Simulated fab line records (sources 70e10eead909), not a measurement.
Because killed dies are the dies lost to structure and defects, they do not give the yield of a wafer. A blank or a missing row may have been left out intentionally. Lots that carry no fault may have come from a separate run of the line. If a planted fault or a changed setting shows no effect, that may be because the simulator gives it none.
Chamber matching ; flow nand harc ; NHARC_A_CHANNEL_HOLE_D2_ETCH_44 on rie diel-01: 4 sister chambers
The step etches the open film in CF4/O2, target depth 140 nm, overetch 14 nm, time 77 s. 22 wafers are shown with their chamber, then 11 later ones without.

== EACH WAFER AND ITS CHAMBER ==
wafer;chamber;drypump motor current A (A);rf vpp V (V);oes product au (a.u.)
L075.3;0;5.3;196.5;1.005
L075.4;1;6.6;196.8;1.006
L075.5;2;5.6;199.0;0.992
L078.2;3;5.2;196.9;1.006
L078.4;1;6.6;198.1;0.998
L078.6;1;6.5;197.3;1.000
L079.1;1;6.6;197.8;1.002
L079.3;2;5.5;198.5;0.998
L079.5;1;6.5;197.7;0.992
L083.1;0;5.3;197.5;0.999
L083.4;3;5.3;196.7;0.998
L083.6;0;5.3;197.4;1.019
L087.2;3;5.3;196.1;1.004
L087.4;0;5.3;195.1;1.006
L087.6;1;6.5;197.0;1.008
L089.2;1;6.5;197.9;1.002
L089.3;3;5.3;196.5;1.005
L089.5;2;5.5;199.1;0.995
L088.2;1;6.5;197.9;1.007
L088.5;1;6.6;198.8;1.013
L088.6;2;5.5;198.1;0.996
L091.2;2;5.6;199.3;0.989

SIGNATURES (averages over the wafers above)
reading;chamber 0;chamber 1;chamber 2;chamber 3;scatter within a chamber
drypump motor current A;5.300;6.544;5.540;5.275;0.0481
rf vpp V;196.625;197.700;198.800;196.550;0.664
oes product au;1.00725;1.00311;0.99400;1.00325;0.00581
Rule: for each reading, subtract the chamber's mean from the wafer's reading, divide by that reading's scatter and square the result; add these up over the readings and take the root, which gives the wafer's distance from the chamber. The wafer belongs to the nearest chamber; if the next one is less than 2 further off, it can't be placed. The scatter: take each reading less its chamber's mean, square it, sum over the shown wafers, divide by the number of wafers less the number of chambers, and take the root.

== WAFERS MISSING THEIR CHAMBER ==
wafer;drypump motor current A (A);rf vpp V (V);oes product au (a.u.)
L091.3;5.3;196.5;1.006
L091.5;5.6;199.1;0.994
L090.1;5.3;196.0;1.005
L090.2;5.6;200.7;1.013
L090.6;5.3;195.7;1.012
L092.4;5.3;196.5;0.995
L092.5;6.6;199.4;1.003
L092.6;5.3;197.2;1.003
L096.2;5.3;197.5;1.006
L096.5;5.3;196.9;0.996
L096.6;5.5;200.1;0.991

== WHICH CHAMBER EACH ONE RAN IN ==
wafer;from the rows above;in truth
L091.3;can't be placed: 0 or 3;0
L091.5;2;2
L090.1;can't be placed: 0 or 3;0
L090.2;2;2
L090.6;can't be placed: 0 or 3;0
L092.4;can't be placed: 3 or 0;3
L092.5;1;1
L092.6;can't be placed: 3 or 0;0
L096.2;can't be placed: 0 or 3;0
L096.5;can't be placed: 3 or 0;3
L096.6;2;2
Correctly placed: 4 of 11. Unplaceable from these rows: 7, with the true chamber sitting among the candidates in 7. Placed wrongly: 0.
